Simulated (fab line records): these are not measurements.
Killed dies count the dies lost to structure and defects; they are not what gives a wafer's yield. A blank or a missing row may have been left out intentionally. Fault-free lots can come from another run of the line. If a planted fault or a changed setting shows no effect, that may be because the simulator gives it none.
Split-lot study + flow n5_finfet + on a route of 1938 steps: 7 lots, 21 wafers read

SPLIT DETAILS
At N5_FIN_CUT_COAT_19 (time 60 s, resist thk 20 nm), the setting spin_rpm was moved away from the recipe's 1500 rpm on 4 of the 21 wafers read, by +4.9% to +6.8%. For the rest of the wafers, this setting stayed at what the recipe calls for.

FROM THE SPLIT TO THE READING: what the file shows between them, 5 steps
- N5_FIN_CUT_COAT_29: time 60 s, resist thk 10 nm
- N5_FIN_CUT_COAT_02: resist thk 30 nm
- N5_FIN_CUT_DESCUM_13: chemistry O2, time 7 s
- N5_FIN_CUT_ETCH_30: etches underlayer in N2/H2, target depth 13 nm, time 10.4 s
- N5_FIN_CUT_ETCH_20: etches SiARC in CF4, target depth 26 nm, time 43.3 s

THE READING
SiARC_of_FIN_CUT_COAT_19.thk_nm (the simulator's own value, which no gauge read), in nm, at N5_FIN_CUT_ETCH_21 (etches SOC in N2/H2, target depth 219 nm, overetch 43.8 nm, time 523.5 s). There is no usual value for it anywhere in the file. The 17 wafers here that ran the recipe average 12.0 nm, standard deviation 0.16 nm.

| wafer  | tool, chamber at the split | spin_rpm as run, rpm | against the recipe | SiARC_of_FIN_CUT_COAT_19.thk_nm, nm | against lot-mates on the recipe |
|--------|----------------------------|----------------------|--------------------|-------------------------------------|---------------------------------|
| L075.4 | litho_track-05, 0          | 1573                 | +4.9%              | 11.6                                | -0.3                            |
| L075.5 | litho_track-05, 0          | 1500                 | recipe             | 11.8                                | -                               |
| L075.6 | litho_track-05, 0          | 1500                 | recipe             | 12                                  | -                               |
| L079.2 | litho_track-02, 0          | 1500                 | recipe             | 12                                  | -                               |
| L079.3 | litho_track-02, 0          | 1586                 | +5.7%              | 11.4                                | -0.6                            |
| L079.4 | litho_track-02, 0          | 1586                 | +5.7%              | 11.2                                | -0.8                            |
| L082.1 | litho_track-01, 0          | 1500                 | recipe             | 12.2                                | -                               |
| L082.3 | litho_track-01, 0          | 1500                 | recipe             | 12.2                                | -                               |
| L082.4 | litho_track-01, 0          | 1500                 | recipe             | 12.2                                | -                               |
| L083.3 | litho_track-02, 0          | 1500                 | recipe             | 12                                  | -                               |
| L083.5 | litho_track-02, 0          | 1500                 | recipe             | 12                                  | -                               |
| L083.6 | litho_track-02, 0          | 1500                 | recipe             | 12                                  | -                               |
| L086.1 | litho_track-01, 0          | 1500                 | recipe             | 11.8                                | -                               |
| L086.3 | litho_track-01, 0          | 1500                 | recipe             | 11.6                                | -                               |
| L086.5 | litho_track-01, 0          | 1500                 | recipe             | 12                                  | -                               |
| L092.1 | litho_track-05, 0          | 1602                 | +6.8%              | 11.2                                | -0.7                            |
| L092.3 | litho_track-05, 0          | 1500                 | recipe             | 11.8                                | -                               |
| L092.4 | litho_track-05, 0          | 1500                 | recipe             | 12                                  | -                               |
| L094.1 | litho_track-02, 0          | 1500                 | recipe             | 12                                  | -                               |
| L094.4 | litho_track-02, 0          | 1500                 | recipe             | 12                                  | -                               |
| L094.6 | litho_track-02, 0          | 1500                 | recipe             | 11.8                                | -                               |

FIT RESULTS
A straight line over all 21 wafers: SiARC_of_FIN_CUT_COAT_19.thk_nm changes by -0.108 nm for each +1% of spin_rpm; r = -0.86; the points scatter about the line by 0.16 nm.
The same after taking each lot's own level away (the mean of its wafers on the recipe; 21 wafers): -0.105 nm for each +1%; r = -0.92; scatter 0.11 nm.
On that fit, the largest move of spin_rpm shifts the reading by 0.72 nm.
From 11.80 to 12.20 nm: that is the span of the lots' own levels, equal to 2.5 times the standard deviation above.
Consequently the slope shifts little with the lot-to-lot level, the two slopes agreeing.
Check: -0.722 nm against its lot-mates is what the line predicts for one of the wafers moved furthest among these (+6.8%) when that wafer is left out of the fit. Against them it came out at -0.7 nm.

FURTHER SPLITS ON THESE WAFERS
Before the reading, these wafers also passed through other splits. Each is held against what the fit with the lots' levels taken away leaves over:
| other split on the same wafers  | wafers away from the commonest value | r with SiARC_of_FIN_CUT_COAT_19.thk_nm (lot level and that fit taken away) |
|---------------------------------|--------------------------------------|----------------------------------------------------------------------------|
| N5_ZERO_LAYER_EXPOSE_08 dose_mj | 9                                    | +0.19                                                                      |
| N5_WELL_APT_PEB_06 peb_time_s   | 6                                    | -0.19                                                                      |
| N5_WELL_APT_DESCUM_13 time_s    | 12                                   | +0.19                                                                      |

THE WHOLE CHAIN: every reading that the file lists as answering this split, in the file's order
| step               | what it does                                                             | reading                                                                          | change (the file's fit)                | r (the file's) |
|--------------------|--------------------------------------------------------------------------|----------------------------------------------------------------------------------|----------------------------------------|----------------|
| N5_FIN_CUT_COAT_19 | time 60 s, resist thk 20 nm                                              | SiARC_of_FIN_CUT_COAT_19.thk_nm (the simulator's own value, which no gauge read) | -0.0987 nm for each +1% of the setting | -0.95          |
| N5_FIN_CUT_ETCH_20 | etches SiARC in CF4, target depth 26 nm, time 43.3 s                     | etch.depth_nm (the simulator's own value, which no gauge read)                   | -0.101 nm for each +1% of the setting  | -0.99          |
| N5_FIN_CUT_ETCH_21 | etches SOC in N2/H2, target depth 219 nm, overetch 43.8 nm, time 523.5 s | SiARC_of_FIN_CUT_COAT_19.thk_nm (the simulator's own value, which no gauge read) | -0.0996 nm for each +1% of the setting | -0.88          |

FILE'S OWN FIT
SiARC_of_FIN_CUT_COAT_19.thk_nm changes by -0.0996 nm for each +1% of spin_rpm, r = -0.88.
